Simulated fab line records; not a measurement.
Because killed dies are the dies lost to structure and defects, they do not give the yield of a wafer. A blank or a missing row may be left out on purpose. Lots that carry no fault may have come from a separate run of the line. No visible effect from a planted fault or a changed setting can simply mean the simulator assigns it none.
Chamber matching + flow n5-finfet + rie-diel-02 running N5_BEOL_M0_SAQP_STRIP_86: 4 sister chambers
The step strips in N2/H2. 4 wafers are shown with their chamber, then 9 later ones without.

== WAFERS, EACH WITH ITS CHAMBER ==
| wafer  | chamber | drypump-motor-current-A (A) |
|--------|---------|-----------------------------|
| L086.2 | 2       | 5.7                         |
| L086.6 | 0       | 6.7                         |
| L091.2 | 3       | 5.8                         |
| L091.4 | 1       | 5.8                         |

== WAFERS WITH NO CHAMBER GIVEN ==
| wafer  | drypump-motor-current-A (A) |
|--------|-----------------------------|
| L093.1 | 5.8                         |
| L093.5 | 5.8                         |
| L093.6 | 5.7                         |
| L096.4 | 5.7                         |
| L096.5 | 5.9                         |
| L096.6 | 6.7                         |
| L097.2 | 5.7                         |
| L097.4 | 5.7                         |
| L097.5 | 6.7                         |

== WHICH CHAMBER EACH ONE RAN IN ==
| wafer  | from the rows above     | in truth                   |
|--------|-------------------------|----------------------------|
| L093.1 | can't be placed: 1 or 3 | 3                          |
| L093.5 | can't be placed: 1 or 3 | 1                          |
| L093.6 | 2                       | 2                          |
| L096.4 | 2                       | 2                          |
| L096.5 | can't be placed: 1 or 3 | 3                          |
| L096.6 | 0                       | 0                          |
| L097.2 | 2                       | 2                          |
| L097.4 | 2                       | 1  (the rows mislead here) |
| L097.5 | 0                       | 0                          |
Correct placement for 5 of the 9. Unplaceable from these rows: 3, with the true chamber sitting among the candidates in 3. Number placed wrongly: 1.
How it was worked out, from the rows above alone: a wafer's distance from a chamber is the root of the sum, over the readings, of the square of ((its reading less the chamber's mean) divided by the reading's scatter). The wafer belongs to the nearest chamber; if the next one is less than 2 further off, it can't be placed. Each chamber's mean is taken over the wafers shown for it. The scatter: root of mean squared gap, hidden wafer to nearest shown wafer, with one shown wafer a chamber.
